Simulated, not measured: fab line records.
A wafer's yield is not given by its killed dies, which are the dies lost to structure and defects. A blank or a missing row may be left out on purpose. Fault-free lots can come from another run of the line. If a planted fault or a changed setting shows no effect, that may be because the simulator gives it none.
fab line records + flow nand_harc
record
- lots=12
- wafers=36
- last_day=33
route steps=1302 shown P_GATE@144
lots that met no fault: from a run of the same line without faults
start_h: start of the lot's first displayed wafer, in hours after the record's first day + wait_h: hours since the lot's step before + " identical to the entry in the row above + L1.1+2: a row that stands for several wafers + - no value, or no start was given + * or withheld: withheld + < > ~ a bound
route shown NAME@n: a module of which the file shows steps, and the number in the route of the first + usual: average and standard deviation across the fault-free wafers + same: alike in all rows + chamber/n: place in a boat + sites: the reading at each site + _std_site: standard deviation across them + _edge_site: the outer-site mean with the inner-site mean subtracted + radius_mm: how far each site lies from the wafer's centre + mask NAME#n: copy n + behind: the most recent tool/chamber to have shaped the wafer + hold: what put the lot on hold/how long, in hours/how the hold closed + device: the n, p or np transistor that did not switch + end of line: at the end of the route, the tests of the same wafers + step lacking rows: just its recipe + killed: dies lost to structure and defects at the first sort, not the wafer's yield + map: per-die view of a wafer (x killed, . not killed, _ where there is no die)
set.NAME: the run value of the setting; set.NAME@STEP: its run value at that earlier step + model.NAME: the simulator's own value behind a step, which no gauge read
the route's steps for a sample of lots (tables are steps, rows are wafers)
services: the hour from which a tool's chamber was out of use, counted from the record's first day as start_h (under 0 if before that day), plus the number of hours and why
## steps
# step NHARC_P_GATE_DESCUM_31
# recipe
- time_s=3
- o2_flow_sccm=200
- ar_flow_sccm=0
- bias_power_w=0
- chemistry=O2
# usual
- drypump_motor_current_A=5.6/0.38
- oes_product_au=0.998/0.0088
- rf_vpp_V=58.1/0.89
- showerhead_plenum_p_Torr=1.94/0.089
- throttle_valve_pct=11.313/0.0085
| lot.wafer | tool        | chamber | start_h | wait_h | drypump_motor_current_A | oes_product_au | rf_hours_counter_h | rf_vpp_V | showerhead_plenum_p_Torr | throttle_valve_pct |
|-----------|-------------|---------|---------|--------|-------------------------|----------------|--------------------|----------|--------------------------|--------------------|
| L918.3    | rie_diel-07 | 0       | 99.65   | 0.1    | 5.2                     | 1.010          | 7.2                | 57.1     | 1.93                     | 11.313             |
| L918.4    | "           | 1       | "       | "      | 5.4                     | 1.004          | 7.1                | 57.4     | 2.02                     | 11.312             |
| L918.6    | "           | 2       | "       | "      | 5.7                     | 1.001          | -                  | 58.9     | 2.06                     | 11.299             |
| L921.1    | rie_diel-03 | 3       | 126.27  | 0.1    | 6.3                     | 1.002          | 1.3                | 57.9     | 1.95                     | 11.319             |
| L921.4    | "           | 0       | "       | "      | 5.0                     | 0.991          | 0.9                | 57.9     | 1.95                     | 11.304             |
| L921.6    | "           | 2       | "       | "      | 5.3                     | 1.008          | -                  | 58.2     | 1.99                     | 11.312             |
| L922.1    | rie_diel-07 | 0       | 139.73  | 0.1    | 5.2                     | 0.998          | 1.5                | 58.8     | 1.93                     | 11.321             |
| L922.6    | "           | 1       | "       | "      | 5.4                     | 0.986          | -                  | 58.8     | 2.02                     | 11.308             |
| L922.5    | "           | 0       | "       | "      | 5.2                     | 0.993          | -                  | 58.8     | 1.93                     | 11.335             |
| L923.2    | rie_diel-03 | 3       | 150.44  | 0.1    | 6.3                     | 1.001          | 2.3                | 57.5     | 1.95                     | 11.291             |
| L923.1    | "           | 0       | "       | "      | 5.0                     | 1.002          | 2.1                | 58.9     | 1.95                     | 11.313             |
| L923.6    | "           | 3       | "       | "      | 6.2                     | 1.008          | -                  | 58.0     | 1.95                     | 11.308             |
| L924.1    | rie_diel-12 | 1       | 155.75  | 0.1    | 5.2                     | 1.006          | 3.9                | 58.1     | 1.82                     | 11.328             |
| L924.4    | "           | 2       | "       | "      | 5.5                     | 1.002          | 4.6                | 59.3     | 2.02                     | 11.302             |
| L924.5    | "           | 0       | "       | "      | 6.0                     | 0.994          | -                  | 57.3     | 1.81                     | 11.293             |
| L926.1    | rie_diel-03 | 3       | 180.01  | 0.1    | 6.2                     | 1.007          | 2.7                | 58.2     | 1.95                     | 11.297             |
| L926.2    | "           | 0       | "       | "      | 5.0                     | 1.001          | 2.4                | 59.2     | 1.95                     | 11.302             |
| L926.4    | "           | 1       | "       | "      | 5.8                     | 0.990          | 2.8                | 56.8     | 1.78                     | 11.317             |
| L928.4    | rie_diel-12 | 0       | 204.64  | 0.1    | 6.0                     | 0.986          | 5.1                | 58.5     | 1.81                     | 11.307             |
| L928.6    | "           | 1       | "       | "      | 5.2                     | 0.995          | -                  | 58.9     | 1.82                     | 11.322             |
| L928.5    | "           | 2       | "       | "      | 5.5                     | 0.999          | -                  | 58.0     | 2.02                     | 11.322             |
| L929.3    | rie_diel-03 | 1       | 212.81  | 0.1    | 5.7                     | 0.991          | 3.3                | 59.0     | 1.78                     | 11.311             |
| L929.1    | "           | 0       | "       | "      | 5.0                     | 0.989          | 3.0                | 59.0     | 1.95                     | 11.326             |
| L929.5    | "           | 2       | "       | "      | 5.3                     | 1.005          | -                  | 57.6     | 1.99                     | 11.318             |
| L930.3    | rie_diel-12 | 0       | 218.98  | 0.1    | 6.0                     | 0.986          | 6.2                | 57.8     | 1.81                     | 11.311             |
| L930.5    | "           | 3       | "       | "      | 5.9                     | 1.021          | -                  | 58.5     | 1.97                     | 11.322             |
| L930.6    | "           | 0       | "       | "      | 6.0                     | 0.995          | -                  | 56.6     | 1.81                     | 11.312             |
| L931.1    | rie_diel-03 | 1       | 222.82  | 0.1    | 5.8                     | 0.977          | 5.1                | 57.9     | 1.78                     | 11.318             |
| L931.2    | "           | 2       | "       | "      | 5.3                     | 0.997          | 5.4                | 60.8     | 1.99                     | 11.313             |
| L931.5    | "           | 0       | "       | "      | 4.9                     | 0.998          | -                  | 59.5     | 1.95                     | 11.316             |
| L940.3    | rie_diel-07 | 3       | 315.47  | 0.1    | 5.8                     | 0.991          | 0.1                | 57.7     | 2.05                     | 11.311             |
| L940.2    | "           | 0       | "       | "      | 5.2                     | 1.001          | 0.1                | 58.0     | 1.93                     | 11.318             |
| L940.1    | "           | 1       | "       | "      | 5.4                     | 0.993          | 0.1                | 57.1     | 2.01                     | 11.313             |
| L941.1    | rie_diel-03 | 3       | 326.73  | 0.1    | 6.2                     | 0.995          | 1.6                | 58.0     | 1.95                     | 11.304             |
| L941.5    | "           | 2       | "       | "      | 5.3                     | 1.001          | -                  | 58.9     | 1.99                     | 11.310             |
| L941.6    | "           | 3       | "       | "      | 6.2                     | 1.001          | -                  | 58.4     | 1.95                     | 11.316             |
# step NHARC_P_GATE_HM_OPEN_105
# recipe
- target_depth_a=3600
- o2_flow_sccm=400
- cos_flow_sccm=20
- ar_flow_sccm=0
- rf_w=500
- bias_w=300
- chemistry=O2/COS
# usual
- cos_flow_sccm=20.00/0.059
- drypump_motor_current_A=5.6/0.41
- oes_product_au=1.000/0.0067
- rf_vpp_V=467.9/3
- showerhead_plenum_p_Torr=3.15/0.14
- throttle_valve_pct=28.330/0.008
| lot.wafer | tool        | chamber | start_h | wait_h | cos_flow_sccm | drypump_motor_current_A | oes_product_au | rf_hours_counter_h | rf_vpp_V | showerhead_plenum_p_Torr | throttle_valve_pct |
|-----------|-------------|---------|---------|--------|---------------|-------------------------|----------------|--------------------|----------|--------------------------|--------------------|
| L918.4    | rie_diel-07 | 3       | -       | -      | 20.12         | 5.8                     | 0.996          | 7.6                | 473.3    | 3.34                     | 28.329             |
| L918.3    | "           | 0       | "       | "      | 19.97         | 5.2                     | 0.994          | 7.3                | 467.6    | 3.15                     | 28.331             |
| L918.6    | "           | 1       | "       | "      | 20.00         | 5.4                     | 1.000          | -                  | 470.2    | 3.28                     | 28.324             |
| L921.4    | rie_diel-03 | 3       | -       | -      | 20.02         | 6.2                     | 0.995          | 1.3                | 468.7    | 3.18                     | 28.333             |
| L921.1    | "           | 0       | "       | "      | 20.09         | 5.0                     | 1.000          | 0.9                | 468.0    | 3.17                     | 28.314             |
| L921.6    | "           | 3       | "       | "      | 20.01         | 6.3                     | 0.984          | -                  | 469.2    | 3.18                     | 28.328             |
| L922.1    | rie_diel-07 | 1       | -       | -      | 19.92         | 5.4                     | 0.997          | 1.2                | 470.5    | 3.28                     | 28.342             |
| L922.5    | "           | 0       | "       | "      | 20.10         | 5.2                     | 0.990          | -                  | 467.4    | 3.15                     | 28.326             |
| L922.6    | "           | 1       | "       | "      | 20.05         | 5.4                     | 0.995          | -                  | 471.7    | 3.28                     | 28.316             |
| L923.2    | rie_diel-03 | 2       | -       | -      | 20.06         | 5.3                     | 1.004          | 2.8                | 469.5    | 3.24                     | 28.325             |
| L923.1    | "           | 1       | "       | "      | 20.01         | 5.8                     | 0.987          | 2.5                | 463.6    | 2.92                     | 28.331             |
| L923.6    | "           | 2       | "       | "      | 20.00         | 5.3                     | 1.003          | -                  | 467.8    | 3.24                     | 28.321             |
| L924.1    | rie_diel-12 | 3       | -       | -      | 20.00         | 5.9                     | 1.003          | 3.7                | 468.9    | 3.21                     | 28.321             |
| L924.4    | "           | 0       | "       | "      | 20.01         | 6.0                     | 0.993          | 3.0                | 463.5    | 2.97                     | 28.323             |
| L924.5    | "           | 0       | "       | "      | 19.97         | 6.0                     | 0.994          | -                  | 463.6    | 2.97                     | 28.328             |
| L926.4    | rie_diel-03 | 3       | -       | -      | 19.97         | 6.3                     | 1.000          | 2.7                | 468.4    | 3.18                     | 28.339             |
| L926.1    | "           | 0       | "       | "      | 19.94         | 5.0                     | 1.001          | 2.4                | 467.5    | 3.17                     | 28.338             |
| L926.2    | "           | 2       | "       | "      | 19.92         | 5.3                     | 1.005          | 3.1                | 470.2    | 3.24                     | 28.330             |
| L928.4    | rie_diel-12 | 2       | -       | -      | 19.92         | 5.5                     | 1.000          | 6.9                | 471.6    | 3.29                     | 28.326             |
| L928.5    | "           | 0       | "       | "      | 20.03         | 6.0                     | 0.995          | -                  | 464.5    | 2.97                     | 28.330             |
| L928.6    | "           | 1       | "       | "      | 20.04         | 5.2                     | 0.998          | -                  | 465.3    | 2.97                     | 28.322             |
| L929.1    | rie_diel-03 | 1       | -       | -      | 20.05         | 5.8                     | 0.985          | 3.4                | 464.5    | 2.92                     | 28.335             |
| L929.3    | "           | 2       | "       | "      | 19.98         | 5.3                     | 1.003          | 3.7                | 471.3    | 3.24                     | 28.339             |
| L929.5    | "           | 1       | "       | "      | 20.10         | 5.8                     | 0.999          | -                  | 463.0    | 2.92                     | 28.338             |
| L930.3    | rie_diel-12 | 3       | -       | -      | 19.99         | 6.0                     | 1.018          | 7.4                | 467.9    | 3.21                     | 28.311             |
| L930.6    | "           | 3       | "       | "      | 20.00         | 5.9                     | 1.004          | -                  | 470.3    | 3.21                     | 28.318             |
| L930.5    | "           | 0       | "       | "      | 20.00         | 6.0                     | 1.006          | -                  | 464.2    | 2.97                     | 28.327             |
| L931.1    | rie_diel-03 | 0       | -       | -      | 20.03         | 5.0                     | 1.006          | 3.5                | 469.0    | 3.17                     | 28.336             |
| L931.2    | "           | 1       | "       | "      | 20.04         | 5.8                     | 0.997          | 5.2                | 463.3    | 2.92                     | 28.321             |
| L931.5    | "           | 0       | "       | "      | 20.01         | 5.0                     | 1.004          | -                  | 468.3    | 3.17                     | 28.334             |
| L940.3    | rie_diel-07 | 3       | -       | -      | 19.95         | 5.8                     | 0.990          | 0.1                | 471.9    | 3.34                     | 28.343             |
| L940.1    | "           | 0       | "       | "      | 20.09         | 5.2                     | 1.019          | 0.2                | 467.5    | 3.14                     | 28.336             |
| L940.2    | "           | 1       | "       | "      | 19.99         | 5.4                     | 0.998          | 0.2                | 470.5    | 3.27                     | 28.323             |
| L941.1    | rie_diel-03 | 3       | -       | -      | 19.92         | 6.3                     | 0.998          | 1.6                | 468.6    | 3.17                     | 28.324             |
| L941.5    | "           | 0       | "       | "      | 20.01         | 5.0                     | 0.998          | -                  | 468.6    | 3.17                     | 28.328             |
| L941.6    | "           | 1       | "       | "      | 19.92         | 5.8                     | 0.991          | -                  | 463.9    | 2.91                     | 28.336             |
# step NHARC_P_GATE_PRECLEAN_99
# recipe
- time_s=*
- temp_c=50
- bath_age_min=0
- chemistry=SC1
# usual
- bath_heat_duty_pct=7.0/0.78
- run_length_s=*
| lot.wafer | tool         | chamber | start_h | wait_h | bath_heat_duty_pct | run_length_s |
|-----------|--------------|---------|---------|--------|--------------------|--------------|
| L918.6    | wet_bench-09 | 1       | 110.62  | -      | 7.6                | *            |
| L918.3    | "            | 2       | "       | "      | 8.0                | *            |
| L918.4    | "            | 3       | "       | "      | 6.5                | *            |
| L921.1    | wet_bench-05 | 4       | 137.33  | -      | 6.9                | *            |
| L921.6    | "            | 5       | "       | "      | 7.4                | *            |
| L921.4    | "            | 0       | "       | "      | 7.5                | *            |
| L922.5    | wet_bench-05 | 4       | 150.95  | -      | 7.2                | *            |
| L922.1    | "            | 7       | "       | "      | 7.8                | *            |
| L922.6    | "            | 0       | "       | "      | 6.8                | *            |
| L923.2    | wet_bench-05 | 7       | 161.55  | -      | 6.9                | *            |
| L923.1    | "            | 0       | "       | "      | 7.5                | *            |
| L923.6    | "            | 1       | "       | "      | 6.1                | *            |
| L924.5    | wet_bench-05 | 4       | 166.77  | -      | 6.4                | *            |
| L924.4    | "            | 6       | "       | "      | 7.1                | *            |
| L924.1    | "            | 0       | "       | "      | 6.9                | *            |
| L926.2    | wet_bench-03 | 0       | 190.94  | -      | 6.8                | *            |
| L926.4    | "            | 1       | "       | "      | 6.5                | *            |
| L926.1    | "            | 3       | "       | "      | 7.1                | *            |
| L928.5    | wet_bench-09 | 3       | 215.59  | -      | 7.2                | *            |
| L928.4    | "            | 4       | "       | "      | 7.6                | *            |
| L928.6    | "            | 0       | "       | "      | 7.5                | *            |
| L929.3    | wet_bench-09 | 4       | 223.77  | -      | 8.7                | *            |
| L929.1    | "            | 5       | "       | "      | 7.5                | *            |
| L929.5    | "            | 6       | "       | "      | 7.1                | *            |
| L930.3    | wet_bench-05 | 1       | 230.09  | -      | 5.4                | *            |
| L930.5    | "            | 3       | "       | "      | 7.9                | *            |
| L930.6    | "            | 4       | "       | "      | 6.5                | *            |
| L931.2    | wet_bench-03 | 5       | 233.86  | -      | 6.9                | *            |
| L931.5    | "            | 0       | "       | "      | 6.5                | *            |
| L931.1    | "            | 2       | "       | "      | 8.0                | *            |
| L940.3    | wet_bench-05 | 5       | 326.44  | -      | 6.5                | *            |
| L940.2    | "            | 6       | "       | "      | 7.0                | *            |
| L940.1    | "            | 0       | "       | "      | 6.3                | *            |
| L941.5    | wet_bench-05 | 5       | 339.89  | -      | 6.7                | *            |
| L941.1    | "            | 7       | "       | "      | 6.6                | *            |
| L941.6    | "            | 0       | "       | "      | 6.0                | *            |
# step NHARC_P_GATE_CD_MEAS_46
# recipe
- target_cd_nm=720
- landing_energy_ev=500
# usual
- cd_nm=720.0/1.3
| lot.wafer | tool      | chamber | start_h | wait_h | cd_nm |
|-----------|-----------|---------|---------|--------|-------|
| L918.3    | cd_sem-02 | 0       | 111.38  | -      | 721.3 |
| L918.4    | "         | 0       | "       | "      | 718.4 |
| L918.6    | "         | 0       | "       | "      | 719.6 |
| L921.1    | cd_sem-02 | 0       | 137.96  | -      | 720.6 |
| L921.4    | "         | 0       | "       | "      | 719.2 |
| L921.6    | "         | 0       | "       | "      | 718.3 |
| L922.1    | cd_sem-02 | 0       | 151.70  | -      | 720.4 |
| L922.5    | "         | 0       | "       | "      | 719.2 |
| L922.6    | "         | 0       | "       | "      | 720.4 |
| L923.1    | cd_sem-02 | 0       | 162.31  | -      | 719.8 |
| L923.2    | "         | 0       | "       | "      | 718.5 |
| L923.6    | "         | 0       | "       | "      | 718.6 |
| L924.1    | cd_sem-03 | 0       | 167.54  | -      | 721.3 |
| L924.4    | "         | 0       | "       | "      | 719.2 |
| L924.5    | "         | 0       | "       | "      | 719.8 |
| L926.1    | cd_sem-02 | 0       | 191.57  | -      | 718.8 |
| L926.2    | "         | 0       | "       | "      | 720.7 |
| L926.4    | "         | 0       | "       | "      | 720.9 |
| L928.4    | cd_sem-01 | 0       | 216.23  | -      | 720.5 |
| L928.5    | "         | 0       | "       | "      | 720.0 |
| L928.6    | "         | 0       | "       | "      | 718.4 |
| L929.1    | cd_sem-01 | 0       | 224.52  | -      | 721.8 |
| L929.3    | "         | 0       | "       | "      | 719.9 |
| L929.5    | "         | 0       | "       | "      | 721.0 |
| L930.3    | cd_sem-01 | 0       | 230.73  | -      | 722.2 |
| L930.5    | "         | 0       | "       | "      | 720.8 |
| L930.6    | "         | 0       | "       | "      | 721.7 |
| L931.1    | cd_sem-01 | 0       | 234.49  | -      | 719.2 |
| L931.2    | "         | 0       | "       | "      | 720.1 |
| L931.5    | "         | 0       | "       | "      | 719.5 |
| L940.1    | cd_sem-01 | 0       | 327.20  | -      | 720.3 |
| L940.2    | "         | 0       | "       | "      | 719.1 |
| L940.3    | "         | 0       | "       | "      | 721.3 |
| L941.1    | cd_sem-02 | 0       | 340.52  | -      | 719.8 |
| L941.5    | "         | 0       | "       | "      | 719.0 |
| L941.6    | "         | 0       | "       | "      | 717.4 |
## services
| tool         | chamber | start_h | hours | kind   |
|--------------|---------|---------|-------|--------|
| rie_diel-07  | -       | 79.67   | 1.5   | repair |
| rie_diel-12  | 0       | 82.30   | 4.3   | repair |
| wet_bench-05 | -       | 84.86   | 8.0   | pm     |
| rie_diel-12  | -       | 91.45   | 9.0   | pm     |
| rie_diel-03  | -       | 104.30  | 9.0   | pm     |
| rie_diel-12  | -       | 114.67  | 1.5   | repair |
| rie_diel-07  | -       | 117.20  | 9.0   | pm     |
| rie_diel-07  | 3       | 128.44  | 15.7  | repair |
| rie_diel-07  | 2       | 135.98  | 10.6  | repair |
| rie_diel-03  | 2       | 159.24  | 7.9   | repair |
| rie_diel-03  | 3       | 224.14  | 8.0   | repair |
| rie_diel-12  | 0       | 226.33  | 6.4   | repair |
| wet_bench-05 | -       | 234.97  | 3.4   | repair |
| rie_diel-03  | 1       | 252.92  | 2.5   | repair |
| wet_bench-05 | -       | 260.86  | 8.0   | pm     |
| rie_diel-12  | 0       | 266.80  | 9.4   | repair |
| rie_diel-12  | -       | 268.45  | 9.0   | pm     |
| rie_diel-07  | 3       | 270.95  | 13.2  | repair |
| rie_diel-03  | -       | 281.30  | 9.0   | pm     |
| rie_diel-12  | 1       | 288.13  | 6.1   | repair |
| rie_diel-07  | -       | 294.20  | 9.0   | pm     |
| wet_bench-05 | -       | 295.93  | 2.1   | repair |
| rie_diel-03  | 0       | 297.68  | 25.2  | repair |
| rie_diel-12  | 2       | 303.32  | 3.3   | repair |
## key
first_sign
- step=NHARC_P_GATE_PRECLEAN_99
- reading=run_length_s
- direction=up
- sigmas=99+
- usual=*
- struck=*
effect none on later readings
met_at NHARC_P_GATE_PRECLEAN_99
struck_lots L940,L941
tester_left_out L940,L941
not_acting_at NHARC_P_GATE_DESCUM_31,NHARC_P_GATE_HM_OPEN_105,NHARC_P_GATE_CD_MEAS_46
onset_between 230.09 326.44
fault
- kind=process_parameter_drift
- tool=wet_bench-05
- chamber=-
- onset_h=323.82
- steps=NHARC_P_GATE_PRECLEAN_99
- channel=time_s
- offset=*
- shape=step
- end_h=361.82
- acts_in=*
- stated=*
# tester_left_out: of these lots the tester's yield and bins aren't shown, on N5 and GAA mostly nor the transistor test; their killed dies are dies lost to structure and defects alone, not to doping, threshold or leakage, so they don't give the yield
